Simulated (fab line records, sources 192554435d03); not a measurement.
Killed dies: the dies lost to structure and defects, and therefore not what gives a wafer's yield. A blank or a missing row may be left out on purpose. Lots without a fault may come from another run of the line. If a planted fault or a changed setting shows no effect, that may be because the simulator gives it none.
fab line records	flow n5-finfet
record: lots: 7	wafers: 21	last-day: 16
route steps=1938 shown BEOL_M5@1169 PASSIVATION@1936
lots that met no fault: from a run of the same line without faults
start-h: hours from the record's first day to the start of the lot's first wafer shown	wait-h: time in hours since the lot's previous step	" unchanged from the row above	L1.1+2: one row covering several wafers at once	- no value, or no start was given	* or withheld: withheld	< > ~ a bound
route shown NAME@n: NAME is a module with steps in the file, n the number in the route of the first one	usual: mean/standard deviation taken from wafers without a fault	same: alike in all rows	chamber/n: place in a boat	sites: each site's reading	_std_site: the standard deviation of these	_edge_site: inner sites' mean taken away from outer sites' mean	radius-mm: for every site, how far away it sits from the centre of the wafer	mask NAME#n: copy n	behind: the last tool/chamber to shape the wafer	hold: why the lot was held/for how many hours/how that ended	device: the transistor (n, p or np) that didn't switch	end of line: at the end of the route, the tests of the same wafers	for a step that has no rows: nothing shown but its recipe	killed: at the first sort, the dies lost to defects and structure; wafer yield is something else	map: dies across one wafer; x = killed, . = not, _ = none there
set.NAME: setting as actually run; set.NAME@STEP: the setting as run at that earlier step	model.NAME: the simulator's own value behind a step, which no gauge read
lots at some steps of the route; a table a step, a row a wafer
== steps ==
step: N5_BEOL_M5_CURE_80
recipe: temp-c: 370	time-s: 120	ambient: DMADMS/He	material: SiCOH_lowk
step: N5_BEOL_M5_DEGAS_44
recipe: ambient: vacuum	temp-c: 250	time-s: 60
step: N5_BEOL_M5_PRE_CLEAN_45
recipe: gas: H2/He	time-s: 30	temp-c: 250
step: N5_BEOL_M5_ALD_86
recipe: material: TaN	target-thk-a: *	temp-c: 275	ald-precursor-family: PDMAT	ald-co-reactant: NH3	pressure-torr: 3	carrier-flow-sccm: 1500	pulse-time-s: 2	purge-time-s: 3	co-reactant-purge-time-s: 2	co-reactant-pulse-time-s: 3	ald-cycles: 30	precursor-vessel-temp-c: 75	precursor-vessel-pressure-torr: 26.25	precursor-vessel-carrier-sccm: 1000
step: N5_BEOL_M5_SURFACE_TREAT_87
recipe: gas: Ar	time-s: *	ion-energy-ev: *	ion-current-ma-cm2: 0.5	pressure-mtorr: *	ar-flow-sccm: 30
usual: throttle-valve-pct: *
lot.wafer	tool	chamber	start-h	wait-h	throttle-valve-pct
L204.4	pvd-sputter-03	-	174.48	0.1	*
L204.5	"	-	"	"	*
L204.6	"	-	"	"	*
L207.2	pvd-sputter-01	-	191.33	0.3	*
L207.3	"	-	"	"	*
L207.4	"	-	"	"	*
L208.1	pvd-sputter-03	-	194.47	0.2	*
L208.2	"	-	"	"	*
L208.6	"	-	"	"	*
L209.1	pvd-sputter-01	-	198.37	0.4	*
L209.3	"	-	"	"	*
L209.5	"	-	"	"	*
L216.4	pvd-sputter-03	-	255.01	0.2	*
L216.5	"	-	"	"	*
L216.6	"	-	"	"	*
L219.1	pvd-sputter-02	-	275.39	0.3	*
L219.2	"	-	"	"	*
L219.4	"	-	"	"	*
L223.1	pvd-sputter-01	-	291.71	0.2	*
L223.3	"	-	"	"	*
L223.5	"	-	"	"	*
step: N5_BEOL_M5_CVD_47
recipe: material: Co	target-thk-a: 30	temp-c: withheld	precursor: CCTBA/H2	pressure-torr: 30	time-s: 216
step: N5_BEOL_M5_SPUTTER_48
recipe: material: Cu	target-thk-a: 150	temp-c: -20	chamber-pressure-pa: 0.07	power-w: withheld	time-s: 27.62
usual: chamber-pressure-pa: 0.07001/0.00014	chuck-gas-flow-sccm: 1.25/0.051	substrate-temp-c: -20.00/0.1	throttle-valve-pct: 29.8/0.75
lot.wafer	tool	chamber	start-h	wait-h	chamber-pressure-pa	chuck-gas-flow-sccm	substrate-temp-c	throttle-valve-pct
L204.4	pvd-sputter-03	-	174.94	0.2	0.06997	1.26	-19.87	30.9
L204.5	"	-	"	"	0.06982	1.25	-20.01	30.3
L204.6	"	-	"	"	0.07008	1.25	-19.86	30.6
L207.2	pvd-sputter-01	-	191.59	0.1	0.06989	1.30	-19.87	29.4
L207.3	"	-	"	"	0.07001	1.21	-19.84	29.0
L207.4	"	-	"	"	0.06993	1.31	-20.03	28.9
L208.1	pvd-sputter-03	-	194.83	0.2	0.07016	1.30	-19.91	29.6
L208.2	"	-	"	"	0.06975	1.32	-20.25	31.0
L208.6	"	-	"	"	0.07005	1.26	-20.10	30.2
L209.1	pvd-sputter-02	-	198.66	0.2	0.06997	1.20	-19.89	28.5
L209.3	"	-	"	"	0.07004	1.24	-20.01	30.5
L209.5	"	-	"	"	0.07009	1.19	-19.97	30.4
L216.4	pvd-sputter-02	-	255.61	0.4	0.07003	1.24	-19.99	30.5
L216.5	"	-	"	"	0.07021	1.26	-20.01	29.6
L216.6	"	-	"	"	0.07004	1.31	-20.19	29.9
L219.1	pvd-sputter-03	-	275.70	0.2	0.06975	1.21	-19.86	29.5
L219.2	"	-	"	"	0.07008	1.15	-20.13	31.1
L219.4	"	-	"	"	0.07018	1.16	-20.18	30.1
L223.1	pvd-sputter-01	-	291.94	0.1	0.07007	1.22	-19.93	30.0
L223.3	"	-	"	"	0.07003	1.27	-20.10	29.6
L223.5	"	-	"	"	0.07	1.27	-19.93	29.6
step: N5_BEOL_M5_ANNEAL_49
recipe: temp-c: 400	time-s: 1800	ambient: vacuum
step: N5_BEOL_M5_SPUTTER_81
recipe: material: Cu	target-thk-a: 150	temp-c: -20	chamber-pressure-pa: 0.07	power-w: withheld	time-s: 27.62
usual: chamber-pressure-pa: 0.07/0.00015	chuck-gas-flow-sccm: 1.26/0.048	substrate-temp-c: -20.00/0.088	throttle-valve-pct: 29.8/0.73
lot.wafer	tool	chamber	start-h	wait-h	chamber-pressure-pa	chuck-gas-flow-sccm	substrate-temp-c	throttle-valve-pct
L204.4	pvd-sputter-03	-	176.03	0.5	0.06998	1.24	-20.08	31.2
L204.5	"	-	"	"	0.07005	1.26	-20.05	30.4
L204.6	"	-	"	"	0.06994	1.26	-19.89	30.1
L207.2	pvd-sputter-01	-	192.67	0.5	0.06992	1.19	-19.91	29.5
L207.3	"	-	"	"	0.0698	1.38	-19.90	29.2
L207.4	"	-	"	"	0.07021	1.25	-20.13	28.6
L208.1	pvd-sputter-03	-	195.92	0.5	0.07005	1.15	-19.96	29.4
L208.2	"	-	"	"	0.06995	1.27	-19.80	31.1
L208.6	"	-	"	"	0.0701	1.20	-20.04	30.3
L209.1	pvd-sputter-02	-	199.75	0.5	0.06972	1.29	-19.86	28.6
L209.3	"	-	"	"	0.07004	1.26	-20.06	30.4
L209.5	"	-	"	"	0.07012	1.29	-20.03	30.6
L216.4	pvd-sputter-02	-	256.70	0.5	0.06996	1.38	-20.12	30.6
L216.5	"	-	"	"	0.06999	1.26	-20.04	29.5
L216.6	"	-	"	"	0.07002	1.29	-20.13	30.1
L219.1	pvd-sputter-03	-	276.78	0.5	0.06995	1.27	-20.05	29.3
L219.2	"	-	"	"	0.07001	1.21	-20.09	31.0
L219.4	"	-	"	"	0.06976	1.20	-19.85	30.1
L223.1	pvd-sputter-01	-	293.03	0.5	0.06984	1.25	-19.95	29.7
L223.3	"	-	"	"	0.06987	1.28	-19.99	29.7
L223.5	"	-	"	"	0.06993	1.27	-20.07	29.7
step: N5_BEOL_M5_ANNEAL_82
recipe: temp-c: 400	time-s: 1800	ambient: vacuum
usual: heater-power-w: 830/42	susceptor_temp_C_max: 400.9/0.32
lot.wafer	tool	chamber	start-h	wait-h	heater-power-w	susceptor_temp_C_max
L204.4	pvd-sputter-03	-	176.11	0.0	886	401.0
L204.5	"	-	"	"	844	400.7
L204.6	"	-	"	"	827	401.1
L207.2	pvd-sputter-01	-	192.75	0.0	858	400.9
L207.3	"	-	"	"	813	401.6
L207.4	"	-	"	"	784	401.3
L208.1	pvd-sputter-03	-	196.00	0.0	765	400.7
L208.2	"	-	"	"	911	400.9
L208.6	"	-	"	"	852	400.6
L209.1	pvd-sputter-02	-	199.83	0.0	882	401.3
L209.3	"	-	"	"	849	400.9
L209.5	"	-	"	"	832	400.8
L216.4	pvd-sputter-02	-	256.78	0.0	825	400.4
L216.5	"	-	"	"	837	401.1
L216.6	"	-	"	"	747	400.7
L219.1	pvd-sputter-03	-	276.86	0.0	777	400.7
L219.2	"	-	"	"	916	401.3
L219.4	"	-	"	"	855	401.0
L223.1	pvd-sputter-01	-	293.11	0.0	811	401.1
L223.3	"	-	"	"	849	400.5
L223.5	"	-	"	"	820	401.2
step: N5_BEOL_M5_SPUTTER_83
recipe: material: Cu	target-thk-a: 150	temp-c: -20	chamber-pressure-pa: 0.07	power-w: withheld	time-s: 27.62
step: N5_BEOL_M5_ANNEAL_84
recipe: temp-c: 400	time-s: 1800	ambient: vacuum
step: N5_BEOL_M5_SPUTTER_88
recipe: material: Cu	target-thk-a: 150	temp-c: -20	chamber-pressure-pa: 0.07	power-w: withheld	time-s: 27.62
usual: chamber-pressure-pa: 0.06999/0.00015	chuck-gas-flow-sccm: 1.25/0.051	substrate-temp-c: -20.01/0.11	throttle-valve-pct: 29.8/0.75
lot.wafer	tool	chamber	start-h	wait-h	chamber-pressure-pa	chuck-gas-flow-sccm	substrate-temp-c	throttle-valve-pct
L204.4	pvd-sputter-03	-	179.74	0.5	0.07008	1.28	-19.90	31.0
L204.5	"	-	"	"	0.0699	1.25	-20.19	30.2
L204.6	"	-	"	"	0.06988	1.30	-20.26	30.3
L207.2	pvd-sputter-01	-	194.85	0.5	-	-	-	-
L207.3	"	-	"	"	-	-	-	-
L207.4	"	-	"	"	-	-	-	-
L208.1	pvd-sputter-03	-	198.09	0.5	-	-	-	-
L208.2	"	-	"	"	-	-	-	-
L208.6	"	-	"	"	-	-	-	-
L209.1	pvd-sputter-02	-	201.92	0.5	-	-	-	-
L209.3	"	-	"	"	-	-	-	-
L209.5	"	-	"	"	-	-	-	-
L216.4	pvd-sputter-02	-	258.87	0.5	0.07005	1.31	-19.82	30.5
L216.5	"	-	"	"	0.07	1.24	-19.98	29.4
L216.6	"	-	"	"	0.07013	1.30	-20.15	30.0
L219.1	pvd-sputter-03	-	278.96	0.5	0.06999	1.24	-19.93	29.4
L219.2	"	-	"	"	0.07028	1.23	-20.16	31.2
L219.4	"	-	"	"	0.07002	1.26	-20.04	30.4
L223.1	pvd-sputter-01	-	295.20	0.5	0.06999	1.29	-19.95	29.6
L223.3	"	-	"	"	0.06997	1.25	-19.99	29.6
L223.5	"	-	"	"	0.07011	1.27	-20.01	29.5
step: N5_BEOL_M5_ANNEAL_89
recipe: temp-c: 400	time-s: 1800	ambient: vacuum
usual: heater-power-w: 831/39	susceptor_temp_C_max: 400.9/0.38
lot.wafer	tool	chamber	start-h	wait-h	heater-power-w	susceptor_temp_C_max
L204.4	pvd-sputter-03	-	179.82	0.0	877	401.0
L204.5	"	-	"	"	858	400.7
L204.6	"	-	"	"	830	400.9
L207.2	pvd-sputter-01	-	194.93	0.0	845	401.1
L207.3	"	-	"	"	841	400.6
L207.4	"	-	"	"	815	400.8
L208.1	pvd-sputter-03	-	198.17	0.0	764	400.8
L208.2	"	-	"	"	915	401.1
L208.6	"	-	"	"	855	400.6
L209.1	pvd-sputter-02	-	202.00	0.0	876	400.9
L209.3	"	-	"	"	835	401.3
L209.5	"	-	"	"	823	401.0
L216.4	pvd-sputter-02	-	258.95	0.0	870	401.0
L216.5	"	-	"	"	815	401.1
L216.6	"	-	"	"	754	401.0
L219.1	pvd-sputter-03	-	279.04	0.0	799	401.0
L219.2	"	-	"	"	916	401.5
L219.4	"	-	"	"	863	400.6
L223.1	pvd-sputter-01	-	295.28	0.0	804	401.2
L223.3	"	-	"	"	832	400.1
L223.5	"	-	"	"	808	401.3
step: N5_PASSIVATION_PROBE_49
usual: defect-limited-yield: 91.4/1.4	killed_at_M0_to_M3: 34/8.9	killed_at_M4_up: 13/4.6	killed-at-contacts: 12/5.5	killed-at-front-end: 41/11	killed-at-other: 3.1/2.9	killed-dies: 102/16	killed-open: 66/11	killed-short: 34/7.6	sort_bin_4_leakage: 0.01/0.14	sort_bin_5_function: 5.1/0.89	sort_bin_6_memory: 3.2/0.61	sort_bin_8_speed: 0.02/0.12	sort-n-pass: 1078/16	sort-yield-pct: 91.3/1.4
same: gross-dies: 1180	killed-at-back-side: 0
lot.wafer	tool	chamber	start-h	wait-h	defect-limited-yield[%]	killed_at_M0_to_M3	killed_at_M4_up	killed-at-contacts	killed-at-front-end	killed-at-other	killed-dies	killed-open	killed-short	sort_bin_4_leakage[%]	sort_bin_5_function[%]	sort_bin_6_memory[%]	sort_bin_8_speed[%]	sort-n-pass	sort-yield-pct[%]
L204.4	prober-01	-	276.17	0.2	89.1	30	16	11	69	3	129	77	40	0	5.9	4.0	0	1051	89.1
L204.5	prober-01	-	276.22	0.2	90.0	45	10	20	43	0	118	80	38	0	5.5	4.1	0	1062	90.0
L204.6	prober-01	-	276.27	0.3	87.6	55	16	11	61	3	146	100	40	0	7.5	3.8	0	1034	87.6
L207.2	prober-01	-	286.06	0.1	91.0	35	33	11	23	4	106	51	31	0	5.6	3.3	0	1074	91.0
L207.3	prober-01	-	286.11	0.1	89.5	31	45	8	33	7	124	60	31	0	6.0	4.2	0.08	1055	89.4
L207.4	prober-01	-	286.16	0.2	91.4	21	37	15	27	1	101	55	23	0	5.1	3.2	0	1079	91.4
L208.1	prober-02	-	290.34	0.0	91.4	39	28	9	26	0	102	51	35	0	5.1	3.3	0	1078	91.4
L208.2	prober-02	-	290.39	0.1	92.4	19	34	12	25	0	90	43	25	0	4.6	2.9	0	1090	92.4
L208.6	prober-02	-	290.59	0.3	92.2	26	26	10	29	1	92	52	18	0	4.7	3.1	0	1088	92.2
L209.1	prober-01	-	297.23	0.0	90.2	25	38	4	42	7	116	57	33	0	6.4	3.0	0	1064	90.2
L209.3	prober-01	-	297.33	0.1	89.9	31	34	12	39	3	119	63	34	0	5.9	4.0	0.08	1061	89.9
L209.5	prober-01	-	297.43	0.2	89.7	27	38	14	41	1	121	61	38	0	6.5	3.5	0	1059	89.7
L216.4	prober-02	-	346.37	0.2	91.9	34	20	11	28	3	96	66	29	0	5.2	3.0	0	1084	91.9
L216.5	prober-02	-	346.42	0.2	92.3	31	13	16	30	1	91	66	25	0	4.7	2.9	0	1089	92.3
L216.6	prober-02	-	346.47	0.3	92.5	39	12	8	29	1	89	48	41	0	4.7	2.3	0	1091	92.5
L219.1	prober-02	-	362.46	0.0	93.4	24	17	5	30	2	78	43	34	0	3.6	2.8	0	1102	93.4
L219.2	prober-02	-	362.51	0.1	92.7	28	14	13	29	2	86	54	24	1.61	4.0	2.5	0	1075	91.1
L219.4	prober-02	-	362.61	0.2	92.4	27	12	15	35	1	90	57	30	0	5.3	2.2	0	1090	92.4
L223.1	prober-01	-	380.91	0.0	94.2	19	11	7	30	1	68	49	19	0	3.7	1.9	0	1112	94.2
L223.3	prober-01	-	381.01	0.1	90.3	26	13	15	59	1	114	74	35	0	5.3	3.4	0	1066	90.3
L223.5	prober-01	-	381.11	0.2	92.2	21	10	10	46	5	92	59	31	0	4.2	3.0	0	1088	92.2
killed by level:class
L204.4 FIN_SAQP:geometric-particle:open=13 FIN_SAQP:geometric-particle:short=12 MOL_CONTACT_COAG:geometric-particle:open=10 STI_FIN_REVEAL:geometric-particle:open=9 GATE_CUT:geometric-particle:short=8 BEOL_M2:geometric-particle:open=8 HKMG_FIN:area-etch=8 BEOL_M0_SAQP:geometric-particle:open=6
L204.5 MOL_CONTACT_COAG:geometric-particle:open=15 BEOL_M0_SAQP:geometric-particle:open=14 FIN_SAQP:geometric-particle:open=12 STI_FIN_REVEAL:geometric-particle:open=12 FIN_SAQP:geometric-particle:short=11 BEOL_M0_SAQP:geometric-particle:short=8 BEOL_M2:geometric-particle:open=8 MOL_CONTACT_COAG:geometric-particle:short=5
L204.6 FIN_SAQP:geometric-particle:open=19 BEOL_M0_SAQP:geometric-particle:open=15 BEOL_M0_SAQP:geometric-particle:short=14 STI_FIN_REVEAL:geometric-particle:open=12 FIN_SAQP:geometric-particle:short=8 MOL_CONTACT_COAG:geometric-particle:open=8 BEOL_M0:geometric-particle:open=7 DUMMY_GATE:geometric-particle:open=6
L207.2 BEOL_M5:interface-void-opened=24 MOL_CONTACT_COAG:geometric-particle:open=10 BEOL_M1:geometric-particle:open=10 BEOL_M0_SAQP:geometric-particle:short=7 FIN_SAQP:geometric-particle:open=6 BEOL_M0_SAQP:geometric-particle:open=6 BEOL_M1:geometric-particle:short=6 DUMMY_GATE:geometric-particle:open=4
L207.3 BEOL_M5:interface-void-opened=32 BEOL_M1:geometric-particle:open=9 FIN_SAQP:geometric-particle:short=8 MOL_CONTACT_COAG:geometric-particle:open=7 BEOL_M0_SAQP:geometric-particle:open=6 BEOL_M4:geometric-particle:open=6 GATE_CUT:geometric-particle:open=5 PAD_METAL:geometric-particle:short=5
L207.4 BEOL_M5:interface-void-opened=23 MOL_CONTACT_COAG:geometric-particle:open=13 BEOL_M5:geometric-particle:open=8 BEOL_M1:geometric-particle:open=6 GATE_CUT:geometric-particle:short=5 FIN_SAQP:geometric-particle:open=4 BEOL_M2:geometric-particle:open=4 FIN_SAQP:geometric-particle:short=3
L208.1 BEOL_M5:interface-void-opened=16 BEOL_M0_SAQP:geometric-particle:open=8 BEOL_M0_SAQP:geometric-particle:short=7 BEOL_M1:geometric-particle:open=7 GATE_CUT:geometric-particle:short=6 BEOL_M2:geometric-particle:open=6 BEOL_M3:geometric-particle:open=6 MOL_CONTACT_COAG:geometric-particle:open=5
L208.2 BEOL_M5:interface-void-opened=22 MOL_CONTACT_COAG:geometric-particle:open=10 BEOL_M2:geometric-particle:open=6 FIN_SAQP:geometric-particle:short=4 BEOL_M0_SAQP:geometric-particle:short=4 BEOL_M1:geometric-particle:open=4 BEOL_M7:geometric-particle:open=4 STARTING-WAFER:geometric-particle:open=4
L208.6 BEOL_M5:interface-void-opened=22 BEOL_M2:geometric-particle:open=11 STI_FIN_REVEAL:geometric-particle:open=8 MOL_CONTACT_COAG:geometric-particle:open=8 BEOL_M1:geometric-particle:open=6 FIN_SAQP:geometric-particle:short=5 DUMMY_GATE:geometric-particle:open=5 BEOL_M0_SAQP:geometric-particle:open=4
L209.1 BEOL_M5:interface-void-opened=24 GATE_CUT:geometric-particle:open=10 GATE_CUT:geometric-particle:short=8 BEOL_M4:geometric-particle:open=6 STI_FIN_REVEAL:geometric-particle:open=5 BEOL_M0_SAQP:geometric-particle:open=5 BEOL_M3:geometric-particle:open=5 FIN_SAQP:geometric-particle:open=4
L209.3 BEOL_M5:interface-void-opened=21 STI_FIN_REVEAL:geometric-particle:open=12 MOL_CONTACT_COAG:geometric-particle:open=9 BEOL_M0_SAQP:geometric-particle:open=9 BEOL_M0_SAQP:geometric-particle:short=9 STI_FIN_REVEAL:geometric-particle:short=6 BEOL_M2:geometric-particle:open=5 FIN_SAQP:geometric-particle:short=4
L209.5 BEOL_M5:interface-void-opened=20 MOL_CONTACT_COAG:geometric-particle:open=12 STI_FIN_REVEAL:geometric-particle:open=11 GATE_CUT:geometric-particle:short=9 BEOL_M0_SAQP:geometric-particle:open=9 BEOL_M4:geometric-particle:open=9 BEOL_M0_SAQP:geometric-particle:short=8 FIN_SAQP:geometric-particle:open=6
L216.4 MOL_CONTACT_COAG:geometric-particle:open=10 BEOL_M0_SAQP:geometric-particle:open=10 FIN_SAQP:geometric-particle:open=9 BEOL_M1:geometric-particle:open=9 STI_FIN_REVEAL:geometric-particle:open=6 BEOL_M2:geometric-particle:open=6 BEOL_M0_SAQP:geometric-particle:short=5 BEOL_M6:geometric-particle:open=5
L216.5 MOL_CONTACT_COAG:geometric-particle:open=13 BEOL_M0_SAQP:geometric-particle:open=10 FIN_SAQP:geometric-particle:open=8 STI_FIN_REVEAL:geometric-particle:open=8 BEOL_M0_SAQP:geometric-particle:short=7 BEOL_M1:geometric-particle:open=5 BEOL_M2:geometric-particle:open=5 BEOL_M4:geometric-particle:short=4
L216.6 BEOL_M0_SAQP:geometric-particle:short=16 FIN_SAQP:geometric-particle:open=8 BEOL_M0_SAQP:geometric-particle:open=8 MOL_CONTACT_COAG:geometric-particle:open=7 STI_FIN_REVEAL:geometric-particle:open=5 BEOL_M1:geometric-particle:short=5 FIN_SAQP:geometric-particle:short=4 DUMMY_GATE:geometric-particle:open=3
L219.1 BEOL_M0_SAQP:geometric-particle:open=13 FIN_SAQP:geometric-particle:short=7 GATE_CUT:geometric-particle:short=6 BEOL_M0_SAQP:geometric-particle:short=6 BEOL_M4:geometric-particle:open=6 STI_FIN_REVEAL:geometric-particle:open=5 MOL_CONTACT_COAG:geometric-particle:open=5 STARTING-WAFER:geometric-particle:short=4
L219.2 MOL_CONTACT_COAG:geometric-particle:open=10 BEOL_M0_SAQP:geometric-particle:open=9 HKMG_FIN:area-etch=7 BEOL_M0_SAQP:geometric-particle:short=6 BEOL_M4:geometric-particle:open=6 BEOL_M1:geometric-particle:open=5 BEOL_M3:geometric-particle:open=4 STI_FIN_REVEAL:geometric-particle:open=3
L219.4 GATE_CUT:geometric-particle:short=12 MOL_CONTACT_COAG:geometric-particle:open=10 BEOL_M3:geometric-particle:open=9 BEOL_M4:geometric-particle:open=7 BEOL_M1:geometric-particle:open=6 BEOL_M0_SAQP:geometric-particle:short=5 FIN_CUT:geometric-particle:open=4 FIN_SAQP:geometric-particle:open=3
L223.1 DUMMY_GATE:geometric-particle:open=8 MOL_CONTACT_COAG:geometric-particle:open=7 GATE_CUT:geometric-particle:short=7 BEOL_M0_SAQP:geometric-particle:open=5 BEOL_M2:geometric-particle:open=5 GATE_CUT:geometric-particle:open=4 STI_FIN_REVEAL:geometric-particle:open=3 BEOL_M3:geometric-particle:open=3
L223.3 STI_FIN_REVEAL:geometric-particle:open=23 MOL_CONTACT_COAG:geometric-particle:open=10 DUMMY_GATE:geometric-particle:open=8 BEOL_M0_SAQP:geometric-particle:short=7 STI_FIN_REVEAL:geometric-particle:short=6 MOL_CONTACT_COAG:geometric-particle:short=5 BEOL_M0_SAQP:geometric-particle:open=5 HKMG_FIN:area-etch=5
L223.5 STI_FIN_REVEAL:geometric-particle:open=15 STI_FIN_REVEAL:geometric-particle:short=11 MOL_CONTACT_COAG:geometric-particle:open=8 BEOL_M0_SAQP:geometric-particle:open=8 BEOL_M0_SAQP:geometric-particle:short=5 DUMMY_GATE:geometric-particle:open=5 PASS1_DEP:geometric-particle:open=4 STARTING-WAFER:geometric-particle:open=4
map L207.3 (x killed, . not)
_________________x.x.........________________
______________.xx..............._____________
___________x.............x....x....__________
__________.x........x..........x.x.x_________
________....x.x............x.........._______
_______................................______
______...................x.............._____
_____x...............x..........x........____
____..x.................x................x___
___....x..........x....x...................__
___......................................xx__
__....x.................................xx.._
__....x........x.....................x..x..._
_x......................................x....
_.xx......x...............................x.x
_.x....................xx....x.x.............
_........................................x...
_..........x...x.xx...............x.x..x.....
_...x..........x...........x........x.x......
_..........x........x.........x..............
_x......xx........................x......x...
__...xx............x.....x.....x........x..._
__..x.x.......x....xx.....x........x........_
___..x...x.............................x.x.__
___....x...x...........x....x..............__
____.....x......x....x...........xx.......___
_____............x...x...x...............____
______...x....x...xx........x......x...._____
_______.....x......x..............x.x..______
________...x........x..xxxx..........._______
__________........x....x........x..._________
___________...........x..x.......xx__________
______________...x...........x.x_____________
_________________..x...x.....________________
map L208.1 (x killed, . not)
_________________x...........________________
______________.................._____________
___________.....x.......x..........__________
__________............xx............_________
________x....x.........x.........x...._______
_______......xx......x..x...x....x.....______
______.x.....................x.....x...._____
_____......x........x.x.........x..x...x.____
____.x...x.........x......................___
___....xx.....x.........x..................__
___......x......x.x...x.x.....xx...x.......__
__...............................xx.......x._
__.........................................._
_.....x...x..................x...............
_...............x............x..x..........x.
_.x............................x...x..x....x.
_...................x........................
_..............x......x...x..................
_...................x..........x.............
_............x.x.x.....x...x......x..........
_.......................xx................x.x
__........................x.........x......x_
__..............x........xx...x..........xx._
___........x...............................__
___...x..............................x.....__
____....................xx........x.......___
_____.....x.................x.x..........____
______.................................x_____
_______.................x..............______
________.........x..........x..x......_______
__________.x.............x....x....._________
___________...........x......x.....__________
______________....xx.x.........._____________
_________________...........x________________
== key ==
first-sign: step: N5_BEOL_M5_SPUTTER_88	reading: tool-record	direction: missing
effect: step: N5_PASSIVATION_PROBE_49	reading: killed_at_M4_up	direction: up	sigmas: 4.8	usual: 13	struck: 35
met-at N5_BEOL_M5_SPUTTER_88
struck-wafers L207.2,L207.3,L207.4,L208.1,L208.2,L208.6,L209.1,L209.3,L209.5
onset-between 179.74 194.85
fault: kind: skipped-step-whole	tool: pvd-sputter-01,pvd-sputter-02,pvd-sputter-03	chamber: -	onset-h: 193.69	steps: N5_BEOL_M5_SPUTTER_88	scope: struck-lots-only
